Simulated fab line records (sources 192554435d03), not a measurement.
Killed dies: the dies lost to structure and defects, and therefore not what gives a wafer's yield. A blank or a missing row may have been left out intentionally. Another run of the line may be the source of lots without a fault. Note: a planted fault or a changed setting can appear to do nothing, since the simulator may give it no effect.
One fault seen from 3 desks -- flow n5 finfet -- each desk holds nothing but its own numbers, with what lay behind them at the end

## THE DEFECT DESK
Per lot, the means of the sampled wafers with a number show what the inspections along the route counted. Marked OUT: a lot whose mean sits more than 4 standard deviations from the usual mean, which makes it out of limits; the brackets give that distance.
Columns: A = raw defect count at N5_BEOL_M8_INSPECT_58, usual 75
lot,first seen here,A
L587,day 12 03:07,106
L589,day 12 07:26,103
L590,day 12 13:06,52
L588,day 12 14:35,50
L591,day 12 18:17,93
L600,day 14 15:31,60
L602,day 16 03:23,66
L604,day 16 03:56,83
L605,day 16 04:07,53
L603,day 16 12:35,59
L608,day 17 07:56,90
L607,day 17 16:05,95
L609,day 18 01:42,58
L606,day 18 03:05,73
Finding of this desk: none of the 14 lots has anything out of limits.

## AT THE METROLOGY DESK
Means of the sampled wafers that have a number, per lot and without regard to the tool the lot ran on: this is what the gauges read. Marked OUT: a lot whose mean sits more than 4 standard deviations from the usual mean, which makes it out of limits; the brackets give that distance.
Columns: A = M9_OVL at N5_BEOL_M9_OVL_MEAS_12, usual 0.1 nm; B = cd nm at N5_BEOL_M9_CD_MEAS_28, usual 70.02 nm
lot,first seen here,A,B
L587,day 12 04:26,-0.3,70.06
L589,day 12 09:40,-0.5,70.26
L590,day 12 15:41,0.3,70.05
L588,day 12 16:53,0.2,-
L591,day 12 19:49,-0.6,-
L600,day 14 18:21,-0.2,69.83
L602,day 16 04:49,0.8,69.80
L604,day 16 07:00,0.3,69.82
L605,day 16 07:10,0.4,70.22
L603,day 16 14:24,0.5,69.90
L608,day 17 12:23,0.2,69.94
L607,day 17 18:46,-0.8,70.08
L609,day 18 03:34,-0.4,69.98
L606,day 18 04:58,0.3,70.04
Finding of this desk: none of the 14 lots has anything out of limits.

## THE TOOL OWNER'S DESK: euv scanner-02
The tool's own readings at N5_BEOL_M9_EXPOSE_25 (exposes mask V8): means of the sampled wafers that have a number, for each lot that ran on this tool. Marked OUT: a lot whose mean sits more than 4 standard deviations from the usual mean, which makes it out of limits; the brackets give that distance.
Columns: A = exposure dose mJ cm2 at N5_BEOL_M9_EXPOSE_25, usual 37.18; B = focus offset nm at N5_BEOL_M9_EXPOSE_25, usual 0.0 nm
lot,first seen here,A,B
L587,day 12 05:39,37.22,0.2
L589,day 12 10:28,37.15,0.8
L590,day 12 17:18,37.13,0.1
L600,day 14 22:47,37.16,-0.5
L602,day 16 06:47,37.13,-0.2
L604,day 16 08:02,37.14,0.3
L605,day 16 08:07,37.21,-0.2
L603,day 16 18:04,37.18,0.3
L608,day 17 13:23,37.16,-0.4
L607,day 17 20:30,37.17,-0.4
L609,day 18 04:18,37.19,0.0
L606,day 18 05:52,37.14,-0.0
Finding of this desk: none of the 12 lots has anything out of limits.

## PUT TOGETHER
Nothing the defect desk looked at was out of limits.
At the metrology desk, nothing out of limits was observed.
The tool owner's desk saw nothing out of limits.

## WHAT THE SIMULATOR HAD PUT IN
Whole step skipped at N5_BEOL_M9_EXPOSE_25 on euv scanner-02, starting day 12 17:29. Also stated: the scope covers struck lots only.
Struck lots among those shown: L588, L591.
